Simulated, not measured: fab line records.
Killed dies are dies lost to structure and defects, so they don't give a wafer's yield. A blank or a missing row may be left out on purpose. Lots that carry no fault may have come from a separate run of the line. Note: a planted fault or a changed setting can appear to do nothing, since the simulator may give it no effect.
Which of the tools did it? :: flow nand harc :: 24 lots with 72 wafers sampled at 5 steps, on a route of 1159 steps

== WHAT THE GAUGES SHOWED, per wafer ==
NHARC_A_SGD_CUT_INSPECT_25.
lot: L074
measured: day 13 21:16
on: defect inspect-01
raw defect count: 231 191 265

lot: L075
measured: day 14 16:02
on: defect inspect-02
raw defect count: 378 365 335

lot: L077
measured: day 14 16:10
on: defect inspect-01
raw defect count: 300 207 253

lot: L076
measured: day 14 16:22
on: defect inspect-01
raw defect count: 262 336 319

lot: L078
measured: day 15 04:16
on: defect inspect-02
raw defect count: 193 289 192

lot: L079
measured: day 15 04:17
on: defect inspect-01
raw defect count: 289 351 319

lot: L081
measured: day 15 17:11
on: defect inspect-01
raw defect count: 360 362 335

lot: L082
measured: day 15 22:10
on: defect inspect-02
raw defect count: 189 190 188

lot: L080
measured: day 16 11:30
on: defect inspect-02
raw defect count: 308 359 395

lot: L085
measured: day 16 11:34
on: defect inspect-02
raw defect count: 338 224 230

lot: L083
measured: day 16 11:45
on: defect inspect-02
raw defect count: 239 253 294

lot: L084
measured: day 16 19:50
on: defect inspect-01
raw defect count: 290 291 380

lot: L087
measured: day 17 05:58
on: defect inspect-02
raw defect count: 366 354 362

lot: L086
measured: day 17 06:01
on: defect inspect-01
raw defect count: 309 300 276

lot: L088
measured: day 17 15:43
on: defect inspect-01
raw defect count: 344 309 314

lot: L089
measured: day 17 16:10
on: defect inspect-01
raw defect count: 345 278 226

lot: L090
measured: day 18 12:07
on: defect inspect-02
raw defect count: 210 289 268

lot: L091
measured: day 18 12:07
on: defect inspect-01
raw defect count: 339 310 296

lot: L093
measured: day 18 19:37
on: defect inspect-01
raw defect count: 331 299 170

lot: L092
measured: day 18 19:37
on: defect inspect-02
raw defect count: 226 277 263

lot: L094
measured: day 19 02:25
on: defect inspect-01
raw defect count: 286 333 343

lot: L095
measured: day 19 02:25
on: defect inspect-02
raw defect count: 230 308 250

lot: L097
measured: day 19 16:23
on: defect inspect-02
raw defect count: 186 191 251

lot: L096
measured: day 20 00:41
on: defect inspect-02
raw defect count: 371 380 279

NHARC_A_CONTACT_OVL_MEAS_43.
lot: L074
measured: day 16 02:49
on: overlay-01
overlay x nm (nm): -1.8 -1.5 -1.8
overlay y nm (nm): 0.7 0.9 1.2

lot: L075
measured: day 16 15:49
on: overlay-02
overlay x nm (nm): -0.7 -0.6 -0.6
overlay y nm (nm): -0.4 -0.1 -0.7

lot: L077
measured: day 16 19:44
on: overlay-01
overlay x nm (nm): 2.4 1.6 1.8
overlay y nm (nm): -0.1 -0.6 -0.7

lot: L076
measured: day 16 20:07
on: overlay-01
overlay x nm (nm): -0.2 -0.2 0.1
overlay y nm (nm): -1.1 -0.6 -0.9

lot: L078
measured: day 17 06:04
on: overlay-01
overlay x nm (nm): 0.8 1.2 1.1
overlay y nm (nm): -0.3 -0.7 -0.5

lot: L079
measured: day 17 11:58
on: overlay-01
overlay x nm (nm): -0.5 -0.4 -0.5
overlay y nm (nm): 0.7 0.1 0.1

lot: L081
measured: day 17 22:28
on: overlay-01
overlay x nm (nm): 0.9 0.5 0.4
overlay y nm (nm): -0.1 -0.3 0.4

lot: L082
measured: day 18 00:38
on: overlay-02
overlay x nm (nm): 0.2 0.4 0.4
overlay y nm (nm): 0.5 0.3 0.3

lot: L080
measured: day 18 17:39
on: overlay-01
overlay x nm (nm): 0.0 -0.8 -0.7
overlay y nm (nm): 0.2 -0.2 0.0

lot: L085
measured: day 18 12:41
on: overlay-02
overlay x nm (nm): 0.6 1.4 -0.1
overlay y nm (nm): -0.2 0.0 -0.1

lot: L083
measured: day 18 12:50
on: overlay-01
overlay x nm (nm): 0.1 0.4 0.6
overlay y nm (nm): 0.3 0.3 -0.2

lot: L084
measured: day 18 22:20
on: overlay-02
overlay x nm (nm): -0.7 -0.6 -0.9
overlay y nm (nm): -0.1 0.2 -0.6

lot: L087
measured: day 19 04:52
on: overlay-01
overlay x nm (nm): -0.4 -0.6 0.0
overlay y nm (nm): 0.2 -0.2 0.3

lot: L086
measured: day 19 03:50
on: overlay-01
overlay x nm (nm): 0.7 1.4 1.2
overlay y nm (nm): 1.1 0.9 0.7

lot: L088
measured: day 19 16:30
on: overlay-02
overlay x nm (nm): 0.0 0.0 -0.2
overlay y nm (nm): -0.1 -0.2 -0.1

lot: L089
measured: day 19 16:49
on: overlay-02
overlay x nm (nm): -1.1 -0.9 -0.7
overlay y nm (nm): 0.0 0.8 0.4

lot: L090
measured: day 20 10:07
on: overlay-02
overlay x nm (nm): -1.0 -0.6 -0.7
overlay y nm (nm): 0.7 0.9 0.7

lot: L091
measured: day 20 11:15
on: overlay-01
overlay x nm (nm): 0.8 0.1 1.0
overlay y nm (nm): -1.0 -0.8 -1.0

lot: L093
measured: day 20 19:28
on: overlay-02
overlay x nm (nm): -0.8 -0.4 -0.3
overlay y nm (nm): 0.7 0.9 0.7

lot: L092
measured: day 20 19:52
on: overlay-01
overlay x nm (nm): -1.5 -0.5 -1.0
overlay y nm (nm): -0.7 -0.9 -0.9

lot: L094
measured: day 21 02:50
on: overlay-02
overlay x nm (nm): -0.2 -0.5 0.0
overlay y nm (nm): -0.7 -0.7 -0.3

lot: L095
measured: day 21 08:28
on: overlay-01
overlay x nm (nm): -1.2 -1.4 -0.9
overlay y nm (nm): -0.1 0.2 -0.2

lot: L097
measured: day 21 23:01
on: overlay-02
overlay x nm (nm): -1.1 -1.0 -0.7
overlay y nm (nm): 0.1 -0.6 -0.2

lot: L096
measured: day 22 14:05
on: overlay-02
overlay x nm (nm): -0.4 -0.4 0.0
overlay y nm (nm): -0.5 -0.6 -0.4

== WHAT TOOL EACH LOT RAN ON (gives the tool, then ch and the chambers of the sampled wafers, and finally the start) ==
lot: L074
NHARC_A_SLIT_DESCUM_14: rie diel-12 ch 0,1,3, day 14 00:33
NHARC_A_CONTACT_DEP_24: pecvd-04 ch 0,1, day 15 21:49
NHARC_A_CONTACT_DEP_29: pecvd-04 ch 0,1,2, day 16 02:08

lot: L075
NHARC_A_SLIT_DESCUM_14: rie diel-12 ch 0,1,2, day 14 20:43
NHARC_A_CONTACT_DEP_24: pecvd-03 ch 0,1, day 16 10:23
NHARC_A_CONTACT_DEP_29: pecvd-03 ch 0,1,2, day 16 15:08

lot: L077
NHARC_A_SLIT_DESCUM_14: rie diel-12 ch 0,2,3, day 14 22:07
NHARC_A_CONTACT_DEP_24: pecvd-03 ch 1,2, day 16 14:17
NHARC_A_CONTACT_DEP_29: pecvd-03 ch 1,2, day 16 18:54

lot: L076
NHARC_A_SLIT_DESCUM_14: rie diel-06 ch 0,3, day 14 22:24
NHARC_A_CONTACT_DEP_24: pecvd-02 ch 0,1,2, day 16 14:49
NHARC_A_CONTACT_DEP_29: pecvd-02 ch 0,1,2, day 16 19:22

lot: L078
NHARC_A_SLIT_DESCUM_14: rie diel-12 ch 0,3, day 15 07:43
NHARC_A_CONTACT_DEP_24: pecvd-02 ch 0,2, day 17 02:22
NHARC_A_CONTACT_DEP_29: pecvd-04 ch 1,2, day 17 05:11

lot: L079
NHARC_A_SLIT_DESCUM_14: rie diel-03 ch 0,3, day 15 07:55
NHARC_A_CONTACT_DEP_24: pecvd-04 ch 1,2, day 17 06:44
NHARC_A_CONTACT_DEP_29: pecvd-04 ch 1,2, day 17 11:04

lot: L081
NHARC_A_SLIT_DESCUM_14: rie diel-06 ch 0,1,3, day 15 21:54
NHARC_A_CONTACT_DEP_24: pecvd-04 ch 1,2, day 17 16:13
NHARC_A_CONTACT_DEP_29: pecvd-04 ch 0,2, day 17 21:41

lot: L082
NHARC_A_SLIT_DESCUM_14: rie diel-03 ch 2,3, day 16 03:16
NHARC_A_CONTACT_DEP_24: pecvd-04 ch 0,2, day 17 20:28
NHARC_A_CONTACT_DEP_29: pecvd-02 ch 0,1,2, day 17 23:53

lot: L080
NHARC_A_SLIT_DESCUM_14: rie diel-03 ch 0,1,3, day 16 15:56
NHARC_A_CONTACT_DEP_24: pecvd-04 ch 0,1, day 18 13:30
NHARC_A_CONTACT_DEP_29: pecvd-04 ch 1,2, day 18 16:50

lot: L085
NHARC_A_SLIT_DESCUM_14: rie diel-12 ch 0,1,3, day 16 16:20
NHARC_A_CONTACT_DEP_24: pecvd-03 ch 0,2, day 18 09:10
NHARC_A_CONTACT_DEP_29: pecvd-02 ch 0,1, day 18 11:52

lot: L083
NHARC_A_SLIT_DESCUM_14: rie diel-06 ch 0,2,3, day 16 17:49
NHARC_A_CONTACT_DEP_24: pecvd-04 ch 0,1, day 18 09:13
NHARC_A_CONTACT_DEP_29: pecvd-03 ch 1,2, day 18 12:02

lot: L084
NHARC_A_SLIT_DESCUM_14: rie diel-06 ch 0,1,3, day 17 00:07
NHARC_A_CONTACT_DEP_24: pecvd-04 ch 0,1,2, day 18 18:46
NHARC_A_CONTACT_DEP_29: pecvd-03 ch 0,1,2, day 18 21:37

lot: L087
NHARC_A_SLIT_DESCUM_14: rie diel-06 ch 1,2, day 17 09:47
NHARC_A_CONTACT_DEP_24: pecvd-03 ch 0,2, day 19 00:20
NHARC_A_CONTACT_DEP_29: pecvd-04 ch 0,1, day 19 04:04

lot: L086
NHARC_A_SLIT_DESCUM_14: rie diel-06 ch 0,1,3, day 17 09:38
NHARC_A_CONTACT_DEP_24: pecvd-03 ch 0,1,2, day 18 23:27
NHARC_A_CONTACT_DEP_29: pecvd-03 ch 0,1,2, day 19 03:01

lot: L088
NHARC_A_SLIT_DESCUM_14: rie diel-12 ch 0,1,2, day 17 20:17
NHARC_A_CONTACT_DEP_24: pecvd-03 ch 0,1,2, day 19 12:59
NHARC_A_CONTACT_DEP_29: pecvd-02 ch 0,1,2, day 19 15:49

lot: L089
NHARC_A_SLIT_DESCUM_14: rie diel-03 ch 1,2, day 17 20:38
NHARC_A_CONTACT_DEP_24: pecvd-02 ch 0,1, day 19 13:15
NHARC_A_CONTACT_DEP_29: pecvd-02 ch 0,2, day 19 16:03

lot: L090
NHARC_A_SLIT_DESCUM_14: rie diel-03 ch 0,1, day 18 15:22
NHARC_A_CONTACT_DEP_24: pecvd-04 ch 0,2, day 20 05:40
NHARC_A_CONTACT_DEP_29: pecvd-04 ch 1,2, day 20 09:29

lot: L091
NHARC_A_SLIT_DESCUM_14: rie diel-12 ch 1,2,3, day 18 15:31
NHARC_A_CONTACT_DEP_24: pecvd-02 ch 0,1,2, day 20 05:49
NHARC_A_CONTACT_DEP_29: pecvd-03 ch 1,2, day 20 10:24

lot: L093
NHARC_A_SLIT_DESCUM_14: rie diel-03 ch 2,3, day 18 23:49
NHARC_A_CONTACT_DEP_24: pecvd-04 ch 0,1,2, day 20 15:59
NHARC_A_CONTACT_DEP_29: pecvd-02 ch 2, day 20 18:43

lot: L092
NHARC_A_SLIT_DESCUM_14: rie diel-12 ch 2,3, day 19 00:13
NHARC_A_CONTACT_DEP_24: pecvd-04 ch 0,1,2, day 20 16:14
NHARC_A_CONTACT_DEP_29: pecvd-04 ch 0,1,2, day 20 19:03

lot: L094
NHARC_A_SLIT_DESCUM_14: rie diel-06 ch 1,2,3, day 19 05:56
NHARC_A_CONTACT_DEP_24: pecvd-02 ch 0,1,2, day 20 21:58
NHARC_A_CONTACT_DEP_29: pecvd-02 ch 0,1, day 21 02:01

lot: L095
NHARC_A_SLIT_DESCUM_14: rie diel-03 ch 1,2,3, day 19 06:56
NHARC_A_CONTACT_DEP_24: pecvd-04 ch 0,1, day 21 02:14
NHARC_A_CONTACT_DEP_29: pecvd-03 ch 0,1, day 21 07:39

lot: L097
NHARC_A_SLIT_DESCUM_14: rie diel-12 ch 0,1,3, day 19 21:12
NHARC_A_CONTACT_DEP_24: pecvd-02 ch 0,2, day 21 19:31
NHARC_A_CONTACT_DEP_29: pecvd-03 ch 0,1,2, day 21 22:22

lot: L096
NHARC_A_SLIT_DESCUM_14: rie diel-03 ch 0,1,3, day 20 03:49
NHARC_A_CONTACT_DEP_24: pecvd-04 ch 0,2, day 22 10:20
NHARC_A_CONTACT_DEP_29: pecvd-04 ch 0,1, day 22 13:18
- NHARC_A_SLIT_DESCUM_14: chemistry O2, time 3 s.
- NHARC_A_CONTACT_DEP_24: deposits SiO2, target thk 500 nm.
- NHARC_A_CONTACT_DEP_29: deposits SiON, target thk 70 nm.

== AS READ BY THE TOOLS THEMSELVES (means over the sampled wafers that have a number; for cases with no such wafer, the mark the record gives instead) ==
NHARC_A_SLIT_DESCUM_14.
lot: L074
tool: rie diel-12
drypump motor current A (A): 5.7
oes product au (a.u.): 0.982
rf vpp V (V): 56.2
showerhead plenum p Torr (Torr): 1.82
throttle valve pct (%): 11.305

lot: L075
tool: rie diel-12
drypump motor current A (A): 5.7
oes product au (a.u.): 0.992
rf vpp V (V): 57.4
showerhead plenum p Torr (Torr): 1.84
throttle valve pct (%): 11.309

lot: L077
tool: rie diel-12
drypump motor current A (A): 5.7
oes product au (a.u.): 0.998
rf vpp V (V): 57.4
showerhead plenum p Torr (Torr): 1.87
throttle valve pct (%): 11.323

lot: L076
tool: rie diel-06
drypump motor current A (A): 5.7
oes product au (a.u.): 0.999
rf vpp V (V): 59.4
showerhead plenum p Torr (Torr): 2.03
throttle valve pct (%): 11.317

lot: L078
tool: rie diel-12
drypump motor current A (A): 5.8
oes product au (a.u.): 0.993
rf vpp V (V): 57.8
showerhead plenum p Torr (Torr): 1.84
throttle valve pct (%): 11.313

lot: L079
tool: rie diel-03
drypump motor current A (A): 5.3
oes product au (a.u.): 1.004
rf vpp V (V): 57.8
showerhead plenum p Torr (Torr): 1.84
throttle valve pct (%): 11.308

lot: L081
tool: rie diel-06
drypump motor current A (A): 5.9
oes product au (a.u.): 0.999
rf vpp V (V): 58.5
showerhead plenum p Torr (Torr): 2.00
throttle valve pct (%): 11.305

lot: L082
tool: rie diel-03
drypump motor current A (A): 5.9
oes product au (a.u.): 1.006
rf vpp V (V): 57.3
showerhead plenum p Torr (Torr): 1.79
throttle valve pct (%): 11.320

lot: L080
tool: rie diel-03
drypump motor current A (A): 5.5
oes product au (a.u.): 1.003
rf vpp V (V): 57.3
showerhead plenum p Torr (Torr): 1.88
throttle valve pct (%): 11.308

lot: L085
tool: rie diel-12
drypump motor current A (A): 5.7
oes product au (a.u.): 0.982
rf vpp V (V): 57.9
showerhead plenum p Torr (Torr): 1.82
throttle valve pct (%): 11.306

lot: L083
tool: rie diel-06
drypump motor current A (A): 5.5
oes product au (a.u.): 0.991
rf vpp V (V): 57.6
showerhead plenum p Torr (Torr): 1.96
throttle valve pct (%): 11.301

lot: L084
tool: rie diel-06
drypump motor current A (A): 5.9
oes product au (a.u.): 1.005
rf vpp V (V): 58.4
showerhead plenum p Torr (Torr): 2.00
throttle valve pct (%): 11.319

lot: L087
tool: rie diel-06
drypump motor current A (A): 6.0
oes product au (a.u.): 1.002
rf vpp V (V): 58.0
showerhead plenum p Torr (Torr): 1.92
throttle valve pct (%): 11.299

lot: L086
tool: rie diel-06
drypump motor current A (A): 5.9
oes product au (a.u.): 1.006
rf vpp V (V): 58.5
showerhead plenum p Torr (Torr): 2.00
throttle valve pct (%): 11.309

lot: L088
tool: rie diel-12
drypump motor current A (A): 5.6
oes product au (a.u.): 0.991
rf vpp V (V): 58.4
showerhead plenum p Torr (Torr): 1.84
throttle valve pct (%): 11.308

lot: L089
tool: rie diel-03
drypump motor current A (A): 5.8
oes product au (a.u.): 1.006
rf vpp V (V): 58.0
showerhead plenum p Torr (Torr): 1.89
throttle valve pct (%): 11.310

lot: L090
tool: rie diel-03
drypump motor current A (A): 5.8
oes product au (a.u.): 0.986
rf vpp V (V): 57.6
showerhead plenum p Torr (Torr): 1.91
throttle valve pct (%): 11.310

lot: L091
tool: rie diel-12
drypump motor current A (A): 5.7
oes product au (a.u.): 0.991
rf vpp V (V): 56.9
showerhead plenum p Torr (Torr): 1.85
throttle valve pct (%): 11.313

lot: L093
tool: rie diel-03
drypump motor current A (A): 5.5
oes product au (a.u.): 0.999
rf vpp V (V): 57.6
showerhead plenum p Torr (Torr): 1.81
throttle valve pct (%): 11.307

lot: L092
tool: rie diel-12
drypump motor current A (A): 5.7
oes product au (a.u.): 1.002
rf vpp V (V): 57.0
showerhead plenum p Torr (Torr): 1.90
throttle valve pct (%): 11.317

lot: L094
tool: rie diel-06
drypump motor current A (A): 5.7
oes product au (a.u.): 1.002
rf vpp V (V): 57.9
showerhead plenum p Torr (Torr): 1.93
throttle valve pct (%): 11.306

lot: L095
tool: rie diel-03
drypump motor current A (A): 5.6
oes product au (a.u.): 1.001
rf vpp V (V): 57.6
showerhead plenum p Torr (Torr): 1.85
throttle valve pct (%): 11.313

lot: L097
tool: rie diel-12
drypump motor current A (A): 5.7
oes product au (a.u.): 0.990
rf vpp V (V): 57.5
showerhead plenum p Torr (Torr): 1.82
throttle valve pct (%): 11.314

lot: L096
tool: rie diel-03
drypump motor current A (A): 5.5
oes product au (a.u.): 1.000
rf vpp V (V): 57.4
showerhead plenum p Torr (Torr): 1.88
throttle valve pct (%): 11.310

NHARC_A_CONTACT_DEP_24.
lot: L074
tool: pecvd-04
heater power w (W): 527
throttle valve pct (%): 16.2

lot: L075
tool: pecvd-03
heater power w (W): 632
throttle valve pct (%): 16.1

lot: L077
tool: pecvd-03
heater power w (W): 576
throttle valve pct (%): 16.0

lot: L076
tool: pecvd-02
heater power w (W): 555
throttle valve pct (%): 15.7

lot: L078
tool: pecvd-02
heater power w (W): 539
throttle valve pct (%): 16.2

lot: L079
tool: pecvd-04
heater power w (W): 584
throttle valve pct (%): 15.5

lot: L081
tool: pecvd-04
heater power w (W): 539
throttle valve pct (%): 15.6

lot: L082
tool: pecvd-04
heater power w (W): 558
throttle valve pct (%): 16.3

lot: L080
tool: pecvd-04
heater power w (W): 516
throttle valve pct (%): 16.3

lot: L085
tool: pecvd-03
heater power w (W): 570
throttle valve pct (%): 16.2

lot: L083
tool: pecvd-04
heater power w (W): 514
throttle valve pct (%): 16.3

lot: L084
tool: pecvd-04
heater power w (W): 576
throttle valve pct (%): 15.8

lot: L087
tool: pecvd-03
heater power w (W): 561
throttle valve pct (%): 16.1

lot: L086
tool: pecvd-03
heater power w (W): 593
throttle valve pct (%): 16.3

lot: L088
tool: pecvd-03
heater power w (W): 589
throttle valve pct (%): 16.3

lot: L089
tool: pecvd-02
heater power w (W): 569
throttle valve pct (%): 15.5

lot: L090
tool: pecvd-04
heater power w (W): 511
throttle valve pct (%): 16.3

lot: L091
tool: pecvd-02
heater power w (W): 558
throttle valve pct (%): 15.9

lot: L093
tool: pecvd-04
heater power w (W): 543
throttle valve pct (%): 16.0

lot: L092
tool: pecvd-04
heater power w (W): 575
throttle valve pct (%): 16.0

lot: L094
tool: pecvd-02
heater power w (W): 586
throttle valve pct (%): 15.7

lot: L095
tool: pecvd-04
heater power w (W): 547
throttle valve pct (%): 16.4

lot: L097
tool: pecvd-02
heater power w (W): 458
throttle valve pct (%): 16.0

lot: L096
tool: pecvd-04
heater power w (W): 477
throttle valve pct (%): 16.1

NHARC_A_CONTACT_DEP_29.
lot: L074
tool: pecvd-04
heater power w (W): 773

lot: L075
tool: pecvd-03
heater power w (W): 762

lot: L077
tool: pecvd-03
heater power w (W): 754

lot: L076
tool: pecvd-02
heater power w (W): 723

lot: L078
tool: pecvd-04
heater power w (W): 750

lot: L079
tool: pecvd-04
heater power w (W): 795

lot: L081
tool: pecvd-04
heater power w (W): 743

lot: L082
tool: pecvd-02
heater power w (W): 775

lot: L080
tool: pecvd-04
heater power w (W): 759

lot: L085
tool: pecvd-02
heater power w (W): 756

lot: L083
tool: pecvd-03
heater power w (W): 753

lot: L084
tool: pecvd-03
heater power w (W): 775

lot: L087
tool: pecvd-04
heater power w (W): 760

lot: L086
tool: pecvd-03
heater power w (W): 784

lot: L088
tool: pecvd-02
heater power w (W): 688

lot: L089
tool: pecvd-02
heater power w (W): 707

lot: L090
tool: pecvd-04
heater power w (W): 731

lot: L091
tool: pecvd-03
heater power w (W): 756

lot: L093
tool: pecvd-02
heater power w (W): 841

lot: L092
tool: pecvd-04
heater power w (W): 756

lot: L094
tool: pecvd-02
heater power w (W): 620

lot: L095
tool: pecvd-03
heater power w (W): 732

lot: L097
tool: pecvd-03
heater power w (W): 739

lot: L096
tool: pecvd-04
heater power w (W): 725

== THE ANSWER, worked out from the rows above alone ==
Rule: what is usual is taken from the lots themselves. The widest of any qualifying gaps counts: lots, ordered by their means at a reading, are off when they make up no more than a third of the lots, leave a main group of 4 or more, and stand apart from it by 3 or more times the standard deviation of that group's means. The tables above print the reading to a certain number of digits; a main group whose means all agree to those digits is not used. Also off: a lot with no number at a reading for which 4 or more lots have one. Any other lot the step has rows for is counted as sound. Order of review: gauges by route order, followed by the tools' own readings, for which a lot's mean as printed above is used. The first step at which some lot is off is used, and at that step the reading that is off furthest; a lot without a number counts as furthest.
No lot is off on any of the readings shown, so nothing can be concluded from this.

== WHAT HAD BEEN PUT IN BY THE SIMULATOR ==
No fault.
